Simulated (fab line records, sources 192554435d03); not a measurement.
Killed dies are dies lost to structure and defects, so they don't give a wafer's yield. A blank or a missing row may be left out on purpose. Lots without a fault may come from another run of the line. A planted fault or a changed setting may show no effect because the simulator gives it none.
A struck lot beside a sound one | flow n5_finfet | 22 steps out of a route of 1938
Sound: wafers L608.1, L608.2, L608.3. Struck: wafers L619.3, L619.4, L619.5. The cause comes at the end.
At each step with rows: each side's tool, then ch and its chambers, then its first start. Under that, the readings that differ: sound wafers | struck wafers | difference of the means | sigmas: that difference in standard deviations of wafers without a fault.
alike: readings whose means differ by less than 2 such deviations, and words and numbers that are the same on both sides. not compared: withheld readings, readings that some wafer has no value for, bounds like >300 that may hide the same value, and numbers for which the record gives no deviation and whose values overlap.
The two part at a step that has a row with sigmas, a row that says differs or no value, or rows on one side only. Numbers that don't overlap but have no deviation are shown without sigmas and don't part them. A reading that every wafer of one side lacks parts them only if that side has two wafers or more.

N5_ZERO_LAYER_CD_MEAS_11: target cd 2000 nm.
  sound on cd_sem-01 ch 0, day 1 12:38; struck on cd_sem-02 ch 0, day 4 06:39
  alike: cd_nm
N5_ZERO_LAYER_DESCUM_16: chemistry O2, time 7.9 s.
  sound on rie_diel-01 ch 0,1,2, day 1 12:46; struck on rie_diel-01 ch 0,1,3, day 4 06:41
  alike: drypump_motor_current_A, oes_product_au, rf_fwd_power_W, rf_vpp_V, showerhead_plenum_p_Torr, throttle_valve_pct
  not compared: rf_hours_counter_h
N5_ZERO_LAYER_ETCH_17: etches SiO2 in CF4, target depth 12 nm, time 13.3 s.
  sound on rie_diel-01 ch 0,1,2, day 1 12:48; struck on rie_diel-01 ch 0,1,3, day 4 06:43
  alike: drypump_motor_current_A, oes_product_au, rf_fwd_power_W, rf_vpp_V, showerhead_plenum_p_Torr, throttle_valve_pct
  not compared: rf_hours_counter_h
N5_ZERO_LAYER_ETCH_18: etches Si in HBr/Cl2, target depth 120 nm, time 40 s.
  sound on rie_si-06 ch 0,1,2, day 1 12:52; struck on rie_si-02 ch 0,1,3, day 4 06:47
  alike: drypump_motor_current_A, oes_product_au, rf_fwd_power_W, throttle_valve_pct
  not compared: rf_hours_counter_h
N5_ZERO_LAYER_STRIP_24: strips in O2.
  sound on plasma_asher-02 ch 0,1, day 1 12:58; struck on plasma_asher-02 ch 0,1, day 4 06:55
  alike: drypump_motor_current_A, heater_power_w, oes_product_au, strip_time_to_endpoint_s
  not compared: rf_hours_counter_h
then, 1 step without rows for these wafers: N5_ZERO_LAYER_STRIP_19 (strips in SPM, time 900 s).
N5_ZERO_LAYER_INSPECT_20: inspects for defects (darkfield).
  sound on defect_inspect-01, day 1 13:20; struck on defect_inspect-01, day 4 07:16
  alike: raw_defect_count
then, 5 steps without rows for these wafers: N5_WELL_APT_HMDS_01 (time 60 s); N5_WELL_APT_COAT_02 (resist thk 950 nm); N5_WELL_APT_EBR_04; N5_WELL_APT_SOFTBAKE_03 (time 60 s); N5_WELL_APT_EXPOSE_05 (exposes mask NWELL, defocus 0 nm, target cd 200 nm).
N5_WELL_APT_PEB_06: peb time 90 s.
  sound on litho_track-04 ch 0, day 1 13:39; struck on litho_track-04 ch 0, day 4 07:27
  reading                  | sound                | struck               | difference | sigmas
  heater_power_total_W (W) | 173.1 171.6 173.3    | 169.0 169.3 170.3    | -3.1       | -4
  plate_temp_C (C)         | 130.19 130.08 130.07 | 128.43 128.37 128.47 | -1.69      | -13
then, 2 steps without rows for these wafers: N5_WELL_APT_DEVELOP_07 (develop time 45 s); N5_WELL_APT_HARDBAKE_12 (time 120 s).
N5_WELL_APT_CD_MEAS_08: target cd 200 nm.
  sound on cd_sem-03 ch 0, day 1 13:46; struck on cd_sem-03 ch 0, day 4 07:34
  reading    | sound             | struck            | difference | sigmas
  cd_nm (nm) | 199.4 201.0 201.1 | 191.4 191.5 191.9 | -8.9       | -6
N5_WELL_APT_OVL_MEAS_09:
  sound on overlay-02 ch 0, day 1 13:48; struck on overlay-02 ch 0, day 4 07:35
  alike: NWELL_OVL
N5_WELL_APT_INSPECT_10: inspects for defects (macro).
  sound on defect_inspect-01, day 1 13:49; struck on defect_inspect-01, day 4 07:37
  alike: raw_defect_count
N5_WELL_APT_DESCUM_13: chemistry O2, time 7.9 s.
  sound on rie_diel-06 ch 0,1,3, day 1 14:13; struck on rie_diel-02 ch 0,1, day 4 07:39
  reading                   | sound           | struck            | difference | sigmas
  model.WELL_APT.cd_nm (nm) | 199 200.9 201.3 | 191.4 191.9 192.1 | -8.6       |
  alike: drypump_motor_current_A, oes_product_au, rf_fwd_power_W, rf_vpp_V, showerhead_plenum_p_Torr, throttle_valve_pct
  not compared: rf_hours_counter_h
then, 1 step without rows for these wafers: N5_WELL_APT_IMPLANT_14.
-- the record jumps here: 7 days lie between the struck wafers' starts before and after (it left off in module WELL_APT and takes up again in module BEOL_M4, whose first step shown is number 1111 of the route) --
N5_BEOL_M4_RC_MEAS_101:
  sound on prober-02 ch 0, day 8 11:53; struck on prober-01 ch 0, day 10 22:16
  alike: DIBL_N, DIBL_P, IOFF_N, IOFF_P, ION_N, ION_P, SS_N, SS_P, VT_N, VT_P
then, 1 step without rows for these wafers: N5_PASSIVATION_PROBE_49.

WHERE THEY PART
First at N5_WELL_APT_PEB_06; last, within this record, at N5_WELL_APT_CD_MEAS_08. Later steps at which nothing parts them and some readings are alike: N5_WELL_APT_OVL_MEAS_09, N5_WELL_APT_INSPECT_10, N5_WELL_APT_DESCUM_13, N5_BEOL_M4_RC_MEAS_101.

WHY: what the simulator had put in
Process parameter drift: litho_track-04, from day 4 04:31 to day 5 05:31, at N5_WELL_APT_PEB_06. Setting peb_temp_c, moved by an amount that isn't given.
